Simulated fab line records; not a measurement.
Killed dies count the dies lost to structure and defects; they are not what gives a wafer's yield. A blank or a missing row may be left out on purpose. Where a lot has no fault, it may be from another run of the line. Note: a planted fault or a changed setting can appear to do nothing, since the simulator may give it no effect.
Which of the tools did it? | flow nandHarc | 24 lots with 72 wafers sampled at 3 steps, on a route of 1302 steps

== WHAT THE GAUGES SHOWED, per wafer ==
NHARC_P_ZERO_WELL_CD_MEAS_37: the cd target is 720 nm.
lot  | measured     | on       | cdNm (nm)
L074 | day 2 00:01  | cdSem-01 | 719.5 720.5 719.5
L075 | day 2 10:17  | cdSem-03 | 720.3 721.1 722.0
L076 | day 2 20:45  | cdSem-02 | 719.7 719.5 719.5
L077 | day 3 06:04  | cdSem-02 | 719.4 719.0 720.5
L078 | day 3 16:13  | cdSem-03 | 718.7 719.4 719.7
L079 | day 4 02:05  | cdSem-01 | 720.3 718.8 719.4
L080 | day 4 12:08  | cdSem-01 | 718.8 719.7 720.0
L081 | day 4 22:12  | cdSem-01 | 718.3 718.5 718.7
L082 | day 5 08:10  | cdSem-01 | 719.4 718.9 719.6
L083 | day 5 18:16  | cdSem-01 | 719.1 719.4 719.2
L084 | day 6 04:10  | cdSem-01 | 721.6 719.6 720.0
L085 | day 6 14:04  | cdSem-01 | 720.8 721.6 720.1
L086 | day 7 00:17  | cdSem-01 | 720.3 722.5 722.0
L087 | day 7 09:55  | cdSem-01 | 720.1 721.3 719.5
L088 | day 7 20:05  | cdSem-03 | 716.9 718.7 717.2
L089 | day 8 06:14  | cdSem-02 | 718.5 716.4 719.3
L090 | day 8 15:52  | cdSem-02 | 719.7 719.2 722.2
L091 | day 9 02:14  | cdSem-01 | 720.0 721.0 721.4
L092 | day 9 12:14  | cdSem-03 | 720.6 720.5 719.8
L093 | day 9 22:36  | cdSem-02 | 720.8 720.3 720.4
L094 | day 10 08:07 | cdSem-03 | 720.3 720.0 718.4
L095 | day 10 18:27 | cdSem-02 | 720.3 719.8 719.4
L096 | day 11 04:06 | cdSem-02 | 719.3 718.5 718.5
L097 | day 11 14:22 | cdSem-02 | 719.4 720.6 720.5

NHARC_P_GATE_CD_MEAS_91: the cd target is 2000 nm.
lot  | measured     | on       | cdNm (nm)
L074 | day 5 18:39  | cdSem-03 | 1998.1 1998.4 1999.1
L075 | day 6 09:11  | cdSem-03 | 2001.6 2002.1 2000.4
L076 | day 6 08:31  | cdSem-03 | 2001.1 2001.8 2000.9
L077 | day 6 20:07  | cdSem-03 | 2000.7 2000.7 2000.3
L078 | day 7 09:28  | cdSem-01 | 1998.5 2000.1 1999.7
L079 | day 7 19:46  | cdSem-02 | 2001.8 2000.8 2001.2
L080 | day 8 03:55  | cdSem-03 | 2001.3 2000.8 2001.2
L081 | day 8 18:54  | cdSem-03 | 2001.9 2002.2 2000.0
L082 | day 8 19:52  | cdSem-03 | 2001.8 2001.0 2001.1
L083 | day 9 09:29  | cdSem-03 | 2000.2 2000.7 2001.0
L084 | day 9 18:20  | cdSem-01 | 1999.6 2000.3 1998.2
L085 | day 10 08:08 | cdSem-01 | 1999.5 1998.1 1999.1
L086 | day 10 11:51 | cdSem-03 | 2003.3 2002.6 2002.8
L087 | day 11 00:27 | cdSem-02 | 2000.2 2004.3 2000.5
L088 | day 11 23:25 | cdSem-02 | 2002.9 2000.7 2003.1
L089 | day 11 19:03 | cdSem-03 | 2003.6 2002.2 2004.9
L090 | day 12 07:13 | cdSem-02 | 1999.6 2000.0 2000.0
L091 | day 12 19:16 | cdSem-01 | 2001.7 2001.9 2001.4
L092 | day 13 09:02 | cdSem-03 | 2000.0 1999.8 1999.5
L093 | day 13 13:34 | cdSem-01 | 2002.7 2001.7 2001.7
L094 | day 13 23:43 | cdSem-02 | 2000.9 1999.5 2000.2
L095 | day 14 05:57 | cdSem-01 | 1999.2 1999.2 1999.9
L096 | day 16 05:40 | cdSem-01 | 2002.0 1998.9 2000.7
L097 | day 15 04:02 | cdSem-01 | 2001.0 2001.4 2001.2

== WHAT TOOL EACH LOT RAN ON (gives the tool, then ch and the chambers of the sampled wafers, and finally the start) ==
lot  | NHARC_P_GATE_STRIP_108
L074 | rieDiel-06 ch 0,3, day 5 03:49
L075 | rieDiel-13 ch 0,1,3, day 5 18:41
L076 | rieDiel-13 ch 0,1,2, day 5 18:03
L077 | rieDiel-06 ch 2,3, day 6 05:34
L078 | rieDiel-08 ch 0,2,3, day 6 16:52
L079 | rieDiel-13 ch 0,3, day 7 04:50
L080 | rieDiel-06 ch 0,1,2, day 7 13:32
L081 | rieDiel-06 ch 1,3, day 8 04:27
L082 | rieDiel-06 ch 1,2,3, day 8 04:57
L083 | rieDiel-08 ch 0,1,3, day 8 19:05
L084 | rieDiel-13 ch 0,1,3, day 9 03:55
L085 | rieDiel-13 ch 0,2,3, day 9 17:31
L086 | rieDiel-08 ch 0,1,2, day 9 21:22
L087 | rieDiel-06 ch 0,1,2, day 10 09:56
L088 | rieDiel-06 ch 1,2,3, day 11 02:49
L089 | rieDiel-13 ch 0,1,2, day 11 03:34
L090 | rieDiel-08 ch 0,1, day 11 16:31
L091 | rieDiel-06 ch 0,2,3, day 12 04:55
L092 | rieDiel-08 ch 0,2,3, day 12 18:37
L093 | rieDiel-06 ch 1,2,3, day 12 23:17
L094 | rieDiel-08 ch 1,2, day 13 07:05
L095 | rieDiel-08 ch 2,3, day 13 15:19
L096 | rieDiel-06 ch 1,3, day 15 13:13
L097 | rieDiel-08 ch 0,1,3, day 14 13:08
- NHARC_P_GATE_STRIP_108: strips in O2.

== WHAT THE TOOLS THEMSELVES READ (means of the sampled wafers that have a number; where no wafer has one, the mark that the record gives instead) ==
NHARC_P_GATE_STRIP_108.
lot  | tool       | drypumpMotorCurrentA (A) | oesProductAu (a.u.) | rfVppV (V) | showerheadPlenumPTorr (Torr) | throttleValvePct (%)
L074 | rieDiel-06 | 5.5                      | 1.008               | 57.8       | 3.32                         | 17.032
L075 | rieDiel-13 | 5.6                      | 0.989               | 57.3       | 3.37                         | 17.037
L076 | rieDiel-13 | 5.1                      | 1.001               | 57.1       | 3.45                         | 17.032
L077 | rieDiel-06 | 5.3                      | 0.996               | 57.5       | 3.41                         | 17.041
L078 | rieDiel-08 | 5.9                      | 1.005               | 57.9       | 3.48                         | 17.030
L079 | rieDiel-13 | 5.9                      | 1.002               | 57.8       | 3.34                         | 17.040
L080 | rieDiel-06 | 5.7                      | 1.005               | 58.2       | 3.43                         | 17.044
L081 | rieDiel-06 | 5.8                      | 1.004               | 57.5       | 3.33                         | 17.035
L082 | rieDiel-06 | 5.6                      | 0.999               | 57.2       | 3.42                         | 17.041
L083 | rieDiel-08 | 5.7                      | 0.999               | 58.8       | 3.59                         | 17.037
L084 | rieDiel-13 | 5.6                      | 1.001               | 57.0       | 3.37                         | 17.029
L085 | rieDiel-13 | 5.5                      | 1.002               | 58.2       | 3.42                         | 17.035
L086 | rieDiel-08 | 5.6                      | 1.005               | 57.7       | 3.54                         | 17.040
L087 | rieDiel-06 | 5.6                      | 1.002               | 58.0       | 3.43                         | 17.038
L088 | rieDiel-06 | 5.6                      | 1.008               | 57.9       | 3.42                         | 17.031
L089 | rieDiel-13 | 5.1                      | 1.001               | 58.0       | 3.44                         | 17.036
L090 | rieDiel-08 | 5.4                      | 0.999               | 57.8       | 3.63                         | 17.030
L091 | rieDiel-06 | 5.3                      | 1.005               | 56.8       | 3.42                         | 17.027
L092 | rieDiel-08 | 5.9                      | 1.001               | 57.8       | 3.48                         | 17.031
L093 | rieDiel-06 | 5.6                      | 0.998               | 57.8       | 3.42                         | 17.041
L094 | rieDiel-08 | 5.8                      | 1.009               | 57.6       | 3.45                         | 17.033
L095 | rieDiel-08 | 6.1                      | 1.007               | 57.4       | 3.44                         | 17.033
L096 | rieDiel-06 | 5.8                      | 1.001               | 56.8       | 3.32                         | 17.036
L097 | rieDiel-08 | 5.7                      | 1.001               | 57.7       | 3.59                         | 17.038

== THE ANSWER, worked out from the rows above alone ==
Rule: the lots themselves supply what counts as usual. The widest of any qualifying gaps counts: lots, ordered by their means at a reading, are off when they make up no more than a third of the lots, leave a main group of 4 or more, and stand apart from it by 3 or more times the standard deviation of that group's means. If all means in a main group match to the digits the tables above print for the reading, that group is not used. A lot without any number at a reading at which 4 lots or more have one is off too. The other lots that the step has rows for count as sound. The gauges are gone through in route order, then the tools' own readings, and for those a lot's mean is taken as printed above. The first step at which some lot is off is used, and at that step the reading that is off furthest; a lot without a number counts as furthest.
Across all readings shown, no lot is off: no conclusion can be drawn from this.

== WHAT WAS PUT IN BY THE SIMULATOR ==
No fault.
